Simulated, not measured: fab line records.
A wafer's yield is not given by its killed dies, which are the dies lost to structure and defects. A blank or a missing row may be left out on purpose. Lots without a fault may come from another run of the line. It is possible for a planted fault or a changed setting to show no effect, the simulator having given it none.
Comparing a struck lot with a sound one	flow n5-finfet	16 steps out of a route of 1938
Sound: these wafers, L773.2, L773.3, L773.4. Wafers L778.1, L778.3, L778.5 were the ones struck. The cause is named last.
Per side, at each step with rows, come the tool, then ch with its chambers, and then its first start. Under that, the readings that differ: sound wafers	struck wafers	difference of the means	sigmas: that difference in standard deviations of wafers without a fault.
alike: words and numbers the same on both sides, and readings whose means are apart by under 2 such deviations; not compared: readings that were withheld, readings missing a value for some wafer, numbers with overlapping values and no deviation given by the record, and bounds like >300 which may hide the same value.
A row with sigmas, a row that says differs or no value, or rows on one side alone: a step with any of these is where the two part. Numbers that have no deviation but don't overlap get no sigmas and don't part them. A reading missing from all wafers of one side parts the sides only when that side holds two or more wafers.

N5_GATE_CUT_OVL_MEAS_14:
  sound on overlay-01 ch 0, day 6 16:23; struck on overlay-02 ch 0, day 7 16:35
  alike: GATE_CUT_OVL
N5_GATE_CUT_INSPECT_15: inspects for defects (brightfield).
  sound: defect-inspect-02 at day 6 16:26; struck: defect-inspect-01 at day 7 16:39
reading	sound	struck	difference	sigmas
raw-defect-count	209 181 157	82 103 124	-79	-2
N5_GATE_CUT_DESCUM_18: chemistry O2, time 7 s.
  sound on rie-diel-02 ch 0,1,3, day 6 16:50; struck on rie-diel-01 ch 0,1,3, day 7 16:56
  alike: drypump-motor-current-A, oes-product-au, rf-vpp-V, showerhead-plenum-p-Torr, throttle-valve-pct
  not compared: rf-hours-counter-h
then, 1 step without rows for these wafers: N5_GATE_CUT_ETCH_28 (etches underlayer in N2/H2, target depth 13 nm, time 10.4 s).
N5_GATE_CUT_ETCH_36: etches SiARC in CF4, target depth 13 nm, time 21.7 s.
  sound on rie-diel-02 ch 0,1,3, day 6 16:53; struck on rie-diel-01 ch 0,1,3, day 7 16:59
  alike: drypump-motor-current-A, etch-rf-on-time-s, oes-product-au, rf-fwd-power-W, rf-vpp-V, showerhead-plenum-p-Torr, throttle-valve-pct
  not compared: rf-hours-counter-h
then, 3 steps without rows for these wafers: N5_GATE_CUT_ETCH_37 (etches SOC in N2/H2, target depth 60 nm, overetch 12 nm, time 90 s); N5_GATE_CUT_STRIP_38 (strips in N2/H2); N5_GATE_CUT_STRIP_39 (strips in N2/H2).
N5_GATE_CUT_HM_OPEN_40: chemistry C4F6/O2, target SiO2, target depth 139 nm, time 85.1 s.
  sound on rie-diel-02 ch 0,1,3, day 6 16:59; struck on rie-diel-01 ch 0,1,3, day 7 17:06
  alike: drypump-motor-current-A, etch-rf-on-time-s, oes-product-au, rf-vpp-V, showerhead-plenum-p-Torr, throttle-valve-pct
  not compared: rf-hours-counter-h
N5_GATE_CUT_STRIP_41: strips in CF4.
  sound on rie-diel-02 ch 0,1,3, day 6 17:03; struck on rie-diel-01 ch 0,1,3, day 7 17:10
  alike: drypump-motor-current-A, oes-product-au, rf-vpp-V, showerhead-plenum-p-Torr, throttle-valve-pct
  not compared: rf-hours-counter-h
then, 2 steps without rows for these wafers: N5_GATE_CUT_STRIP_42 (strips in O2); N5_GATE_CUT_ETCH_19 (etches SiNx in CH3F/O2, target depth 53.7 nm, time 76.7 s).
N5_GATE_CUT_CUT_ETCH_53: etches W in SF6/Cl2, target depth 79.2 nm.
  sound on rie-metal-03 ch 0,1, day 6 17:13; struck on rie-metal-02 ch 0,1, day 7 17:20
reading	sound	struck	difference	sigmas
etch-rf-on-time-s (s)	26.0 25.7 26.0	33.5 33.1 33.1	+7.3	+20
rf-fwd-power-W (W)	876.7 876.7 874.5	667.1 665.3 660.9	-211.5	-81
throttle-valve-pct (%)	29.37 29.06 29.36	28.69 28.70 28.72	-0.56	-2
  alike: drypump-motor-current-A, oes-product-au
  not compared: rf-hours-counter-h
N5_GATE_CUT_CUT_ETCH_54: etches TiN in Cl2/BCl3, target depth 96.7 nm.
  sound on rie-metal-03 ch 0,1, day 6 17:18; struck on rie-metal-02 ch 0,1, day 7 17:23
reading	sound	struck	difference	sigmas
rf-fwd-power-W (W)	972 973 974	981 983 981	+9	+2
  alike: drypump-motor-current-A, etch-rf-on-time-s, oes-product-au, throttle-valve-pct
  not compared: rf-hours-counter-h
-- a jump in the record: the struck wafers' starts before and after are 4 days apart (it breaks off in module GATE_CUT and resumes in module BEOL_M4, where the first step shown is number 1111 of the route) --
N5_BEOL_M4_RC_MEAS_101:
  sound on prober-01 ch 0, day 9 21:16; struck on prober-02 ch 0, day 11 10:38
reading	sound	struck	difference	sigmas
DIBL_N (mV/V)	34.3 35.8 35.5	38.9 37.4 37.7	+2.8	+2
  alike: DIBL_P, IOFF_N, IOFF_P, ION_N, ION_P, SS_N, SS_P, VT_N, VT_P
following that, these wafers have no rows for 1 step: N5_PASSIVATION_PROBE_49.

WHERE THEY PART
First at N5_GATE_CUT_INSPECT_15; last, within this record, at N5_BEOL_M4_RC_MEAS_101.

WHY: what the simulator had put in
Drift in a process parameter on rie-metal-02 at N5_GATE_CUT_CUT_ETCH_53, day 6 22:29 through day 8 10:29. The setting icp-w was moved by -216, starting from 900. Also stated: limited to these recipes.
